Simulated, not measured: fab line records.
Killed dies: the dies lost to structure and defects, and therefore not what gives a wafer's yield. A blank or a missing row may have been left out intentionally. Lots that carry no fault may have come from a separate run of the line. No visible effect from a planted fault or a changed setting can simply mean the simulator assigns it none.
A lot that was struck, set against a sound lot || flow n5Finfet || 14 steps out of a route of 1938
Sound: wafers L121.1, L121.3, L121.4. Struck: wafer L130.1 (left out: L130.4, L130.5 of the same lot, which were not struck); the cause appears at the end.
Order at every step that has rows: each side's tool, ch and its chambers, its first start. Under that, the readings that differ: sound wafers || struck wafers || difference of the means || sigmas: that difference in standard deviations of wafers without a fault.
alike: readings whose means differ by less than 2 such deviations, and words and numbers that are the same on both sides. not compared: withheld readings, readings that some wafer has no value for, bounds like >300 that may hide the same value, and numbers for which the record gives no deviation and whose values overlap.
A row with sigmas, a row that says differs or no value, or rows on one side alone: a step with any of these is where the two part. Non-overlapping numbers with no deviation appear without sigmas and do not part them. Lack of a reading on every wafer of one side parts them only where that side has two or more wafers.

first, 1 step without rows for these wafers: N5_BEOL_M11_DEVELOP_27 (develop time 30 s).
N5_BEOL_M11_CD_MEAS_28: target cd 70 nm.
  sound on cdSem-02 ch 0, day 10 04:47; struck on cdSem-02 ch 0, day 12 13:56
  alike: cdNm
N5_BEOL_M11_OVL_MEAS_29:
  sound on overlay-01 ch 0, day 10 04:49; struck on overlay-01 ch 0, day 12 13:58
  alike: V10_OVL
N5_BEOL_M11_INSPECT_30: inspects for defects (brightfield).
  sound on defectInspect-01, day 10 04:50; struck on defectInspect-01, day 12 13:59
  alike: rawDefectCount
then, 1 step without rows for these wafers: N5_BEOL_M11_DESCUM_33 (chemistry O2, time 7.9 s).
N5_BEOL_M11_ETCH_65: etches SiARC in CF4, target depth 39 nm, time 65 s.
  sound on rieDiel-01 ch 0,1, day 10 04:54; struck on rieDiel-01 ch 3, day 12 14:33
{"reading": "etchRfOnTimeS (s)", "sound": "63.6 62.2 62.5", "struck": 66.1, "difference": "+3.3", "sigmas": "+2"}
{"reading": "oesProductAu (a.u.)", "sound": "0.73 0.73 0.74", "struck": 0.58, "difference": -0.15, "sigmas": -2}
  alike: chamberPressureMTorr, drypumpMotorCurrentA, rfVppV, showerheadPlenumPTorr, throttleValvePct
  not compared: rfHoursCounterH
N5_BEOL_M11_ETCH_66: etches SOC in N2/H2, target depth 120 nm, overetch 24 nm, time 180 s.
  sound on rieDiel-01 ch 0,1, day 10 04:57; struck on rieDiel-01 ch 3, day 12 14:36
  alike: chamberPressureMTorr, drypumpMotorCurrentA, oesProductAu, rfVppV, showerheadPlenumPTorr, throttleValvePct
  not compared: rfHoursCounterH
then, 1 step without rows for these wafers: N5_BEOL_M11_STRIP_69 (strips in N2/H2).
N5_BEOL_M11_VIA_ETCH_34: etches SiCOH lowk in C4F6/O2, target depth 184.5 nm, time 69.2 s.
  sound on rieDiel-01 ch 0,1, day 10 05:05; struck on rieDiel-01 ch 3, day 12 14:43
{"reading": "oesProductAu (a.u.)", "sound": "0.85 0.85 0.84", "struck": 0.67, "difference": -0.18, "sigmas": -2}
  alike: C4F6_flow_sccm, chamberPressureMTorr, drypumpMotorCurrentA, rfVppV, showerheadPlenumPTorr, throttleValvePct
  not compared: rfHoursCounterH
then, 1 step without rows for these wafers: N5_BEOL_M11_STRIP_73 (strips in C4F6/O2).
N5_BEOL_M11_STRIP_36: strips in N2/H2.
  sound on rieDiel-01 ch 0,1, day 10 05:08; struck on rieDiel-01 ch 3, day 12 14:47
  alike: chamberPressureMTorr, drypumpMotorCurrentA, oesProductAu, rfVppV, showerheadPlenumPTorr, throttleValvePct
  not compared: rfHoursCounterH
N5_BEOL_M11_TRENCH_ETCH_37: etches SiCOH lowk in C4F6/O2, target depth 148.83 nm, time 48 s.
  sound: rieDiel-01 ch 0,1; struck: rieDiel-01 ch 3
  alike: C4F6_flow_sccm, chamberPressureMTorr, drypumpMotorCurrentA, oesProductAu, rfVppV, showerheadPlenumPTorr, throttleValvePct
  not compared: rfHoursCounterH
N5_BEOL_M11_ETCH_41: etches SiCN in CH3F/O2, target depth 42.6 nm, time 86 s.
  sound on rieDiel-01 ch 0,1, day 10 05:13; struck on rieDiel-01 ch 3, day 12 14:52
{"reading": "oesProductAu (a.u.)", "sound": "0.86 0.86 0.85", "struck": 0.60, "difference": -0.26, "sigmas": -3}
{"reading": "model.etch.depthNm (nm)", "sound": "32.96 33.18 33.04", "struck": 26.53, "difference": -6.53, "sigmas": ""}
  alike: chamberPressureMTorr, drypumpMotorCurrentA, rfVppV, showerheadPlenumPTorr, throttleValvePct
  not compared: rfHoursCounterH
then, 1 step without rows for these wafers: N5_BEOL_M11_STRIP_77 (strips in N2/H2, time 10 s).

## WHERE THEY PART
Last at N5_BEOL_M11_ETCH_41 as far as this record goes, first at N5_BEOL_M11_ETCH_65.

WHY: what had been put in by the simulator
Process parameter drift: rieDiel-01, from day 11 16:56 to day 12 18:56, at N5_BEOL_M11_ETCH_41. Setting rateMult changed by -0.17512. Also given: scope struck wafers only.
